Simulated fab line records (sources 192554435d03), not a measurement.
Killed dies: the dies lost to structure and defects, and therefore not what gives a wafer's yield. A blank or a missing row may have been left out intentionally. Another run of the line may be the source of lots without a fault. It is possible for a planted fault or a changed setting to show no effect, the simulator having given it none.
Struck lot and sound lot, side by side + flow n5_finfet + 37 out of 1938 route steps
Sound: these wafers, L852.1, L852.4, L852.5. Struck: wafers L842.3, L842.5, L842.6. The cause comes at the end.
Per side, at each step with rows, come the tool, then ch with its chambers, and then its first start. Under that, the readings that differ: sound wafers + struck wafers + difference of the means + sigmas: that difference in standard deviations of wafers without a fault.
alike: same words and numbers on both sides, and readings whose means sit less than 2 such deviations apart. not compared: any withheld reading, any reading some wafer has no value for, any bound like >300 that may hide the same value, and any number with overlapping values for which the record gives no deviation.
A row with sigmas, a row that says differs or no value, or rows on one side alone: a step with any of these is where the two part. Numbers that don't overlap but have no deviation are shown without sigmas and don't part them. A reading missing from all wafers of one side parts the sides only when that side holds two or more wafers.

first, 9 steps without rows for these wafers: N5_HKMG_FIN_EBR_45; N5_HKMG_FIN_SOFTBAKE_44 (time 60 s); N5_HKMG_FIN_EXPOSE_46 (exposes mask NDIPOLE); N5_HKMG_FIN_PEB_47 (peb time 60 s); N5_HKMG_FIN_DEVELOP_48 (develop time 30 s); N5_HKMG_FIN_DESCUM_53 (chemistry O2, time 7.9 s); N5_HKMG_FIN_ETCH_54 (etches SiARC in CF4, target depth 45.5 nm, time 75.8 s); N5_HKMG_FIN_ETCH_55 (etches SOC in N2/H2, target depth 240 nm, time 300 s); N5_HKMG_FIN_STRIP_56 (strips in N2/H2).
N5_HKMG_FIN_STRIP_57: strips in CF4.
  sound on rie_diel-02 ch 0,2,3, day 7 17:56; struck on rie_diel-04 ch 1,2,3, day 5 06:17
  no value came back on the struck wafers for any of 8 readings (bias_power_w (W), cf4_flow_sccm (sccm) and others); on the sound wafers bias_power_w (W) reads 74.87 74.52 74.92
| reading                                     | sound | struck         | difference | sigmas |
|---------------------------------------------|-------|----------------|------------|--------|
| model.SiARC_of_HKMG_FIN_COAT_42.thk_nm (nm) | 0 0 0 | 21.8 21.4 21.8 | +21.7      |        |
  not compared: rf_hours_counter_h
then, 3 steps without rows for these wafers: N5_HKMG_FIN_ETCH_58 (etches SOC in N2/H2, target depth 215.8 nm, time 741 s); N5_HKMG_FIN_STRIP_93 (strips SOC in N2/H2, time 20 s); N5_HKMG_FIN_WET_ETCH_76 (etches Al2O3 in dNH4OH, stops on La2O3, target depth 2.25 nm, rinse time 30 s).
N5_HKMG_FIN_STRIP_60: strips in N2/H2, time 360 s.
  sound on plasma_asher-01 ch 0,1, day 7 18:31; struck on plasma_asher-02 ch 0,1, day 5 07:00
| reading                                   | sound | struck       | difference | sigmas |
|-------------------------------------------|-------|--------------|------------|--------|
| model.SOC_of_HKMG_FIN_COAT_41.thk_nm (nm) | 0 0 0 | 77.8 76 76.8 | +76.9      |        |
  alike: drypump_motor_current_A, h2_flow_sccm, heater_power_w
  not compared: rf_hours_counter_h
then, 19 steps without rows for these wafers: N5_HKMG_FIN_WET_ETCH_77 (etches La2O3 in dHCl, stops on HfO2, target depth 2 nm); N5_HKMG_FIN_WET_ETCH_78 (etches Al2O3 in dNH4OH, stops on La2O3, target depth 4.5 nm, rinse time 30 s); N5_HKMG_FIN_ALD_79 (deposits TiN, target thk 1.5 nm, pulse time 1 s, purge time 3 s); N5_HKMG_FIN_CVD_62 (deposits a-Si from Si2H6, target thk 3 nm, time 20.8 s); N5_HKMG_FIN_RTA_80 (time 2 s); N5_HKMG_FIN_PRECLEAN_64 (cleans in dHF, time 30 s); N5_HKMG_FIN_WET_ETCH_65 (etches a-Si in TMAH, stops on TiN, time 49 s, target depth 3 nm); N5_HKMG_FIN_WET_ETCH_81 (etches TiN in SC1, stops on HfO2, time 57 s, target depth 6 nm); N5_HKMG_FIN_WET_ETCH_82 (etches La2O3 in dHCl, stops on HfO2, target depth 2 nm, rinse time 30 s); N5_HKMG_FIN_ALD_36 (deposits TiN, target thk 1 nm, pulse time 1 s, purge time 3 s); N5_HKMG_FIN_PWFM_ALD_03 (deposits TiN, target thk 2 nm, pulse time 1 s, purge time 3 s); N5_HKMG_FIN_COAT_29 (time 60 s, resist thk 300 nm); N5_HKMG_FIN_COAT_30 (time 60 s, resist thk 35 nm); N5_HKMG_FIN_COAT_06 (resist thk 90 nm); N5_HKMG_FIN_EBR_08; N5_HKMG_FIN_SOFTBAKE_07 (time 60 s); N5_HKMG_FIN_EXPOSE_09 (exposes mask NWFM); N5_HKMG_FIN_PEB_10 (peb time 60 s); N5_HKMG_FIN_DEVELOP_11 (develop time 30 s).
N5_HKMG_FIN_INSPECT_14: inspects for defects (macro).
  struck on defect_inspect-02, day 5 09:16; sound on defect_inspect-01, day 7 21:02
| reading          | sound | struck   | difference | sigmas |
|------------------|-------|----------|------------|--------|
| raw_defect_count | 1 3 2 | 19 22 30 | +22        | +17    |
then, 1 step without rows for these wafers: N5_HKMG_FIN_DESCUM_17 (chemistry O2, time 7.9 s).
N5_BEOL_M4_RC_MEAS_101:
  the record has rows for the sound wafers here (prober-02 ch 0, day 11 07:36) and none for the struck ones
-- record jumps: 8 days separate the struck wafers' starts on either side; left off in module BEOL_M4, taken up again in module PASSIVATION, whose first shown step is the route's number 1936 --
N5_PASSIVATION_PROBE_49:
  struck on prober-01, day 13 09:02; sound on prober-02, day 15 09:59
| reading             | sound       | struck         | difference | sigmas |
|---------------------|-------------|----------------|------------|--------|
| killed_at_front_end | 58 51 47    | 1108 1118 1111 | +1060      | +88    |
| killed_dies         | 134 126 103 | 1180 1180 1180 | +1059      | +66    |
| killed_on_rim       | 14 17 10    | 152 152 152    | +138       | +35    |
  alike: killed_at_M0_to_M3, killed_at_M4_up, killed_at_contacts, killed_at_other, killed_open, killed_short

WHERE THEY PART
At N5_HKMG_FIN_STRIP_57 first; at N5_PASSIVATION_PROBE_49 last (within this record only).

WHY: what had been put in by the simulator
Step skipped in full: rie_diel-04, at N5_HKMG_FIN_STRIP_57, from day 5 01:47 onward. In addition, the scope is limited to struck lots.
